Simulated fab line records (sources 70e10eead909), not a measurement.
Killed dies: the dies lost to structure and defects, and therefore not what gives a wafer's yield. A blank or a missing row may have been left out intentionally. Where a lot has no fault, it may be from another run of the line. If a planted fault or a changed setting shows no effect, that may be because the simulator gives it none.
Which tool is to blame? | flow nand_harc | Sampling: 12 lots, 36 wafers, 4 of 1302 route steps

WHAT THE GAUGES SHOWED, per wafer
NHARC_P_GATE_CD_MEAS_33. Usual: cd_nm reads 120 nm (standard deviation 3.5).
lot  | measured     | on        | cd_nm (nm)  | flag
L204 | day 5 01:25  | cd_sem-03 | 121 121 122 |
L206 | day 5 21:16  | cd_sem-02 | 122 118 121 |
L207 | day 6 13:30  | cd_sem-01 | 123 119 116 |
L209 | day 7 00:37  | cd_sem-03 | 123 116 121 |
L210 | day 7 20:25  | cd_sem-03 | 121 119 115 |
L212 | day 8 11:02  | cd_sem-01 | 121 117 121 |
L213 | day 9 03:54  | cd_sem-01 | 114 123 116 |
L218 | day 11 07:16 | cd_sem-01 | 116 119 122 |
L219 | day 11 07:58 | cd_sem-03 | 122 118 122 |
L221 | day 12 09:59 | cd_sem-03 | 121 121 126 |
L220 | day 12 10:05 | cd_sem-01 | 115 119 120 |
L225 | day 14 02:26 | cd_sem-01 | 117 116 121 |

NHARC_P_GATE_CD_MEAS_46: target cd 720 nm. Usual: cd_nm reads 719.6 nm (standard deviation 2.2).
lot  | measured     | on        | cd_nm (nm)        | flag
L204 | day 5 12:22  | cd_sem-01 | 716.9 715.7 719.9 |
L206 | day 6 08:16  | cd_sem-01 | 721.1 717.9 719.5 |
L207 | day 7 00:25  | cd_sem-01 | 719.1 717.1 718.4 |
L209 | day 7 11:38  | cd_sem-01 | 722.1 718.4 720.7 |
L210 | day 8 07:20  | cd_sem-01 | 719.6 718.6 720.7 |
L212 | day 8 21:58  | cd_sem-01 | 719.2 721.5 722.6 |
L213 | day 9 14:56  | cd_sem-01 | 719.5 716.8 720.2 |
L218 | day 11 18:12 | cd_sem-03 | 717.8 716.6 722.8 |
L219 | day 11 18:59 | cd_sem-03 | 722.9 719.0 722.8 |
L221 | day 12 20:47 | cd_sem-02 | 741.8 721.2 717.3 | OFF
L220 | day 12 21:13 | cd_sem-02 | 718.0 719.3 721.8 |
L225 | day 14 13:26 | cd_sem-02 | 716.9 719.8 720.4 |

TOOL THAT RAN EACH LOT (tool first, then ch and the chambers of the sampled wafers, then the start)
lot  | NHARC_P_GATE_DESCUM_31             | NHARC_P_GATE_EXPOSE_43
L204 | rie_diel-01 ch 2,3, day 5 00:29    | krf_scanner-04 ch 0, day 5 12:13
L206 | rie_diel-07 ch 1,2, day 5 20:28    | krf_scanner-04 ch 0, day 6 08:06
L207 | rie_diel-07 ch 0,2,3, day 6 12:42  | krf_scanner-04 ch 0, day 7 00:16
L209 | rie_diel-07 ch 0,3, day 6 23:48    | krf_scanner-03 ch 0, day 7 11:29
L210 | rie_diel-01 ch 1,2, day 7 19:37    | krf_scanner-02 ch 0, day 8 07:11
L212 | rie_diel-13 ch 1,2,3, day 8 10:13  | krf_scanner-04 ch 0, day 8 21:48
L213 | rie_diel-07 ch 0,2,3, day 9 03:06  | krf_scanner-02 ch 0, day 9 14:46
L218 | rie_diel-13 ch 0,1, day 11 06:19   | krf_scanner-04 ch 0, day 11 18:03
L219 | rie_diel-01 ch 0,1,3, day 11 07:11 | krf_scanner-04 ch 0, day 11 18:50
L221 | rie_diel-01 ch 1,2,3, day 12 09:10 | krf_scanner-04 ch 0, day 12 20:37
L220 | rie_diel-13 ch 0,3, day 12 09:17   | krf_scanner-03 ch 0, day 12 21:04
L225 | rie_diel-07 ch 0,1,3, day 14 01:38 | krf_scanner-03 ch 0, day 14 13:17
- NHARC_P_GATE_DESCUM_31: chemistry O2, time 3 s.
- NHARC_P_GATE_EXPOSE_43: exposes mask P NSD, target cd 720 nm.

WHAT THE TOOLS THEMSELVES READ (means of the sampled wafers that have a number; where no wafer has one, the mark that the record gives instead)
NHARC_P_GATE_DESCUM_31. Usual: drypump_motor_current_A 5.8 A, standard deviation 0.49; oes_product_au 1.005 a.u., standard deviation 0.016; rf_vpp_V 57.8 V, standard deviation 0.97; showerhead_plenum_p_Torr 1.92 Torr, standard deviation 0.096; throttle_valve_pct 11.310 %, standard deviation 0.009.
lot  | tool        | drypump_motor_current_A (A) | oes_product_au (a.u.) | rf_vpp_V (V) | showerhead_plenum_p_Torr (Torr) | throttle_valve_pct (%) | flag
L204 | rie_diel-01 | 5.9                         | 1.013                 | 58.0         | 1.85                            | 11.309                 |
L206 | rie_diel-07 | 5.5                         | 1.000                 | 57.7         | 1.86                            | 11.326                 |
L207 | rie_diel-07 | 5.9                         | 0.996                 | 57.1         | 1.84                            | 11.309                 |
L209 | rie_diel-07 | 6.2                         | 0.985                 | 57.7         | 1.86                            | 11.311                 |
L210 | rie_diel-01 | 5.7                         | 0.990                 | 58.9         | 1.93                            | 11.305                 |
L212 | rie_diel-13 | 5.9                         | 1.008                 | 57.5         | 1.97                            | 11.301                 |
L213 | rie_diel-07 | 5.9                         | 0.992                 | 57.6         | 1.84                            | 11.313                 |
L218 | rie_diel-13 | 5.4                         | 1.003                 | 57.6         | 1.94                            | 11.306                 |
L219 | rie_diel-01 | 5.8                         | 1.015                 | 58.3         | 1.96                            | 11.310                 |
L221 | rie_diel-01 | 5.6                         | 1.009                 | 57.8         | 1.90                            | 11.312                 |
L220 | rie_diel-13 | 5.9                         | 1.014                 | 57.7         | 1.89                            | 11.308                 |
L225 | rie_diel-07 | 5.7                         | 0.989                 | 58.3         | 1.92                            | 11.308                 |

NHARC_P_GATE_EXPOSE_43. Usual: stage_vel_mm_s 500.05 mm/s, standard deviation 0.24.
lot  | tool           | stage_vel_mm_s (mm/s) | flag
L204 | krf_scanner-04 | 500.17                |
L206 | krf_scanner-04 | 499.69                |
L207 | krf_scanner-04 | 500.12                |
L209 | krf_scanner-03 | 499.98                |
L210 | krf_scanner-02 | 500.06                |
L212 | krf_scanner-04 | 499.97                |
L213 | krf_scanner-02 | 500.15                |
L218 | krf_scanner-04 | 500.06                |
L219 | krf_scanner-04 | 500.18                |
L221 | krf_scanner-04 | 500.06                |
L220 | krf_scanner-03 | 500.08                |
L225 | krf_scanner-03 | 500.26                |

THE ANSWER, worked out from the rows above alone
Rule: a lot counts as off when the mean over its wafers that have a number is more than 3 standard deviations away from the usual mean. A lot without any number at a reading at which 4 lots or more have one is off too. The other lots that the step has rows for count as sound. The gauges are gone through in route order, then the tools' own readings, and for those a lot's mean is taken as printed above. The first step at which some lot is off is used, and at that step the reading that is off furthest; a lot without a number counts as furthest.
Off, at NHARC_P_GATE_CD_MEAS_46 on cd_nm: L221.
If a tool, at a process step before that reading, ran all the lots that are off and no sound lot after the first of them, it fits. The gauges at NHARC_P_GATE_CD_MEAS_46 are tried like those tools. 2 tools fit, rie_diel-01 at NHARC_P_GATE_DESCUM_31 and krf_scanner-04 at NHARC_P_GATE_EXPOSE_43, so this cannot tell which one it is.

WHAT THE SIMULATOR HAD PUT IN
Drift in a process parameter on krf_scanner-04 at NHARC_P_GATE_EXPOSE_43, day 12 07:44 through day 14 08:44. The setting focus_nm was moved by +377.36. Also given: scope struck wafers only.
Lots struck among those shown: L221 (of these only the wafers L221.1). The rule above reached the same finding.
